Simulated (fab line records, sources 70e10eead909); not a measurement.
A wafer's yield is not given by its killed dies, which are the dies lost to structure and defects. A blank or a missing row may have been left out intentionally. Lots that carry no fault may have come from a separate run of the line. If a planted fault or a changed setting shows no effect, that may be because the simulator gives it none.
Chamber matching	flow nand_harc	pecvd-04 running NHARC_A_CONTACT_DEP_24: 3 sister chambers
The step deposits SiO2, target thk 500 nm. 6 wafers are shown with their chamber, then 8 later ones without.

== EACH WAFER AND ITS CHAMBER ==
wafer	chamber	throttle_valve_pct (%)	heater_power_w (W)
L401.2	2	16.5	534
L401.6	0	16.5	501
L399.1	1	16.2	585
L399.2	0	16.4	576
L399.4	1	16.1	438
L409.1	2	16.4	480

== WAFERS WITH NO CHAMBER GIVEN ==
wafer	throttle_valve_pct (%)	heater_power_w (W)
L409.2	16.1	533
L409.5	16.3	518
L413.1	16.2	469
L413.5	16.2	487
L413.6	16.4	536
L415.2	16.1	557
L415.5	16.2	598
L415.6	16.3	579

== WHICH CHAMBER EACH ONE RAN IN ==
wafer	from the rows above	in truth
L409.2	1	1
L409.5	can't be placed: 1 or 2 or 0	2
L413.1	1	1
L413.5	1	1
L413.6	can't be placed: 0 or 2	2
L415.2	1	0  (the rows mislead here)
L415.5	1	1
L415.6	can't be placed: 0 or 1 or 2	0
Placed correctly: 4 of 8. From these rows, 3 cannot be placed; in 3 the true chamber is one of the candidates. Number placed wrongly: 1.
How it was worked out, from the rows above alone: a wafer's distance from a chamber is the root of the sum, over the readings, of the square of ((its reading less the chamber's mean) divided by the reading's scatter). If the next closest chamber is less than 2 further off than the closest, the wafer can't be placed; otherwise it belongs to the closest. Each chamber's mean is taken over the wafers shown for it. The scatter: the root of (the sum of the squares of (reading less its chamber's mean) over the shown wafers, divided by (wafers less chambers)).
